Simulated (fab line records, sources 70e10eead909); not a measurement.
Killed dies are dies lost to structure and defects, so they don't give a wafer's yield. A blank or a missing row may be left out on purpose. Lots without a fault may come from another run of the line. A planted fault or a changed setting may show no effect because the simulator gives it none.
A struck lot beside a sound one | flow nand_harc | 12 steps out of a route of 1302
Sound: wafers L224.3, L224.5, L224.6. Struck: wafers L234.1, L234.4, L234.5. The cause comes at the end.
At each step with rows: each side's tool, then ch and its chambers, then its first start. Under that, the readings that differ: sound wafers | struck wafers | difference of the means | sigmas: that difference in standard deviations of wafers without a fault.
alike: readings whose means differ by less than 2 such deviations, and words and numbers that are the same on both sides. not compared: withheld readings, readings that some wafer has no value for, bounds like >300 that may hide the same value, and numbers for which the record gives no deviation and whose values overlap.
The two part at a step that has a row with sigmas, a row that says differs or no value, or rows on one side only. Numbers that don't overlap but have no deviation are shown without sigmas and don't part them. A reading that every wafer of one side lacks parts them only if that side has two wafers or more.

first, 1 step without rows for these wafers: NHARC_A_CHANNEL_FILL_D2_SRD_12.
NHARC_A_CHANNEL_FILL_D2_RTA_24: time 5 s.
  sound on rtp_anneal-02 ch 0, day 16 20:16; struck on rtp_anneal-01 ch 0, day 20 13:29
  alike: lamp_power_pct, lamp_zone_7_pct, wafer_temp_C_max
NHARC_A_CHANNEL_FILL_D2_INSPECT_13:
  sound on defect_inspect-02, day 16 20:25; struck on defect_inspect-02, day 20 13:40
  alike: raw_defect_count
NHARC_A_STAIRCASE_DEP_156: deposits SiNx, target thk 50 nm.
  sound on pecvd-02 ch 0,1,2, day 16 20:29; struck on pecvd-04 ch 0,1,2, day 20 13:49
  alike: heater_power_w
then, 6 steps without rows for these wafers: NHARC_A_STAIRCASE_DEHYDRATE_158 (time 120 s); NHARC_A_STAIRCASE_HMDS_159 (time 30 s); NHARC_A_STAIRCASE_COAT_160; NHARC_A_STAIRCASE_SOFTBAKE_161 (time 170 s); NHARC_A_STAIRCASE_EBR_162; NHARC_A_STAIRCASE_EXPOSE_163 (exposes mask STAIR OPEN).
NHARC_A_STAIRCASE_PEB_164: peb time 130 s.
  sound on litho_track-03 ch 0, day 16 21:02; struck on litho_track-05, day 20 14:34
  no value came back on the struck wafers for chill_plate_temp_C (C), exhaust_pa (Pa); on the sound wafers chill_plate_temp_C (C) reads 23.00 22.86 22.94
then, 1 step without rows for these wafers: NHARC_A_STAIRCASE_DEVELOP_165 (time 140 s).

WHERE THEY PART
Only at NHARC_A_STAIRCASE_PEB_164, within this record.

WHY: what the simulator had put in
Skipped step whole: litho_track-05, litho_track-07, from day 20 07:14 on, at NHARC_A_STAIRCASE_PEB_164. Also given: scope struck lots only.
